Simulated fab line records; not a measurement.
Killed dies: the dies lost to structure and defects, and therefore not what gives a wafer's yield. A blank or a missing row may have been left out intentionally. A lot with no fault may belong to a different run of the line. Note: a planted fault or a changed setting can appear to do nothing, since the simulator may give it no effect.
A struck lot beside a sound one	flow n5 finfet	41 out of 1938 route steps
Sound: wafers L428.3, L428.4, L428.6. Wafers struck: L420.2, L420.4. Last of all comes the cause.
At each step with rows: each side's tool, then ch and its chambers, then its first start. Under that, the readings that differ: sound wafers	struck wafers	difference of the means	sigmas: that difference in standard deviations of wafers without a fault.
alike: a reading whose means differ by less than 2 such deviations, as well as words and numbers matching on both sides. not compared: withheld readings; readings where some wafer has no value; bounds like >300 that might hide an equal value; numbers whose values overlap and for which the record gives no deviation.
The two part at a step that has a row with sigmas, a row that says differs or no value, or rows on one side only. Numbers that have no deviation but don't overlap get no sigmas and don't part them. A reading missing from all wafers of one side parts the sides only when that side holds two or more wafers.

first, 9 steps without rows for these wafers: N5_BEOL_M4_ANNEAL_95 (time 240 s); N5_BEOL_M4_SPUTTER_96 (material Cu, target thk 4.5 nm, time 8.29 s); N5_BEOL_M4_ECD_50 (material Cu, target thk 300 nm); N5_BEOL_M4_ANNEAL_51 (time 90 s); N5_BEOL_M4_CMP_52 (polishes, stops on SiOC, t overpolish 6.8 s, target thk 40 nm); N5_BEOL_M4_PRE_CLEAN_60 (time 15 s); N5_BEOL_M4_CO_CAP_55 (material Co, precursor CCTBA/H2, target thk 2 nm, time 102.1 s); N5_BEOL_M4_PRE_CLEAN_56 (time 15 s); N5_BEOL_M4_DEP_57 (deposits SiCN from 3MS/NH3, target thk 8 nm, time 14 s).
N5_BEOL_M4_RC_MEAS_101:
  sound on prober-02 ch 0, day 13 08:23; struck on prober-01 ch 0, day 11 06:34
  alike: DIBL_N, DIBL_P, IOFF_N, IOFF_P, ION_N, ION_P, SS_N, SS_P, VT_N, VT_P
then, 24 steps without rows for these wafers: N5_BEOL_M5_ILD_DEP_00 (deposits SiCOH lowk from DEMS/porogen, target thk 140.64 nm, time 25.9 s); N5_BEOL_M5_CURE_79 (cures SiCOH lowk, time 240 s); N5_BEOL_M5_PECVD_70 (deposits SiO2 from TEOS/O2, target thk 16 nm, time 18 s); N5_BEOL_M5_HM_DEP_02 (deposits TiN, target thk 20 nm); N5_BEOL_M5_COAT_59 (time 60 s, resist thk 60 nm); N5_BEOL_M5_COAT_60 (time 60 s, resist thk 12 nm); N5_BEOL_M5_COAT_71 (time 60 s, resist thk 5 nm); N5_BEOL_M5_COAT_05 (resist thk 30 nm); N5_BEOL_M5_EBR_07; N5_BEOL_M5_SOFTBAKE_06 (time 60 s); N5_BEOL_M5_EXPOSE_08 (exposes mask M5, target cd 28 nm); N5_BEOL_M5_PEB_09 (peb time 60 s); N5_BEOL_M5_DEVELOP_10 (develop time 30 s); N5_BEOL_M5_DESCUM_16 (chemistry O2, time 7 s); N5_BEOL_M5_ETCH_72 (etches underlayer in N2/H2, target depth 6.5 nm, time 5.2 s); N5_BEOL_M5_ETCH_61 (etches SiARC in CF4, target depth 15.6 nm, time 26 s); N5_BEOL_M5_ETCH_62 (etches SOC in N2/H2, target depth 75 nm, overetch 15 nm, time 112.5 s); N5_BEOL_M5_STRIP_63 (strips in N2/H2); N5_BEOL_M5_STRIP_73 (strips in N2/H2); N5_BEOL_M5_STRIP_64 (strips in CF4); N5_BEOL_M5_HM_OPEN_17 (chemistry Cl2/BCl3, target TiN, target depth 20 nm, overetch 6 nm); N5_BEOL_M5_STRIP_19 (strips in O2); N5_BEOL_M5_COAT_65 (time 60 s, resist thk 60 nm); N5_BEOL_M5_COAT_66 (time 60 s, resist thk 12 nm).
-- the record jumps here: 3 days lie between the struck wafers' starts before and after (it left off in module BEOL_M5 and takes up again in module BEOL_M13, whose first step shown is number 1696 of the route) --
N5_BEOL_M13_TRENCH_ETCH_34: etches SiOC in C4F8/O2/Ar, target depth 413.47 nm, time 162.6 s.
  sound on rie diel-06 ch 0,2, day 16 07:32; struck on rie diel-05 ch 2,3, day 14 08:35
reading	sound	struck	difference	sigmas
oes product au (a.u.)	0.90 0.74 0.91	0.48 0.62	-0.30	-4
model.etch.depth nm (nm)	420.5 416.6 423.6	203.4 209.7	-213.7	
  alike: drypump motor current A, he inner torr, he outer torr, rf vpp V, showerhead plenum p Torr, throttle valve pct
  not compared: rf hours counter h
N5_BEOL_M13_OCD_MEAS_35:
  sound on ocd-02 at day 16 07:43; struck on ocd-02 at day 14 08:45
reading	sound	struck	difference	sigmas
trench depth nm (nm)	421 417 424	203 210	-214	-46
N5_BEOL_M13_CMP_49: polishes, stops on SiOC, t overpolish 17.1 s, target thk 420 nm.
  sound on cmp-02 ch 0,1,2, day 16 10:27; struck on cmp-04 ch 1,3, day 14 10:48
reading	sound	struck	difference	sigmas
barrier field endpoint s (s)	30.0 30.0 30.3	31.7 31.2	+1.3	+2
model.Cu_of_BEOL_M13_ECD_47.thk nm (nm)	427.4 423.6 431	210.6 214.6	-214.7	
  alike: motor current A, overpolish run s
  not compared: pad life wafers
N5_BEOL_M13_THK_MEAS_50: measures by xrf.
  sound on film metro-02 at day 16 10:40; struck on film metro-02 at day 14 11:04
reading	sound	struck	difference	sigmas
M13_THK (nm)	426 422 430	210 214	-214	-35
N5_BEOL_M13_RS_MEAS_54: the measuring method here is four-point-probe.
  sound on film metro-01 at day 16 10:48; struck on film metro-01 at day 14 11:11
reading	sound	struck	difference	sigmas
M13_RS (ohm/sq)	0.0442 0.0447 0.0438	0.0930 0.0910	+0.0478	+88
N5_BEOL_M15_RC_MEAS_101:
  sound on prober-01 ch 0, day 16 23:09; struck on prober-02 ch 0, day 14 22:19
reading	sound	struck	difference	sigmas
COMB_M14 (S/m)	5e-12 4.8e-12 4.9e-12	3e-12 3.8e-12	-1e-12	-2
SERP_M10 (ohm/um)	3.20 3.17 3.08	2.99 3.06	-0.12	-2
SERP_M13 (ohm/um)	0.304 0.309 0.300	0.643 0.626	+0.330	+66
SERP_M13_max_site (ohm/um)	0.307 0.311 0.302	0.651 0.634	+0.336	+65
SERP_M5 (ohm/um)	38.0 37.6 39.1	42.8 41.1	+3.7	+2
SERP_M7 (ohm/um)	14.1 15.0 14.2	13.6 13.6	-0.8	-2
  alike: COMB_M10, COMB_M11, COMB_M11_max_site, COMB_M12, COMB_M15, COMB_M5, COMB_M6, COMB_M7, COMB_M8, COMB_M9, COMB_M9_max_site, SERP_M11, SERP_M11_max_site, SERP_M12, SERP_M14, SERP_M6, SERP_M8, SERP_M9
N5_PASSIVATION_PROBE_49:
  sound on prober-02 at day 17 12:35; struck on prober-02 at day 15 12:02
reading	sound	struck	difference	sigmas
defect limited yield (%)	88.3 91.3 89.9	81.8 84.7	-6.6	-5
killed_at_M4_up	8 15 18	122 94	+94	+18
killed dies	138 103 119	215 180	+78	+5
killed on rim	17 17 13	28 22	+9	+2
sort_bin_8_speed (%)	0 0 0	9.66 6.78	+8.22	
sort n pass	1042 1077 1061	965 1000	-78	-5
  alike: killed_at_M0_to_M3, killed at contacts, killed at front end, killed at other, killed open, killed short, sort_bin_5_function, sort_bin_6_memory

WHERE THEY PART
At N5_BEOL_M13_TRENCH_ETCH_34 first; at N5_PASSIVATION_PROBE_49 last (within this record only).

WHY: what the simulator had put in
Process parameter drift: rie diel-05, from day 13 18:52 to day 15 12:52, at N5_BEOL_M13_TRENCH_ETCH_34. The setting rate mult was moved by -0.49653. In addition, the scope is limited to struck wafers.
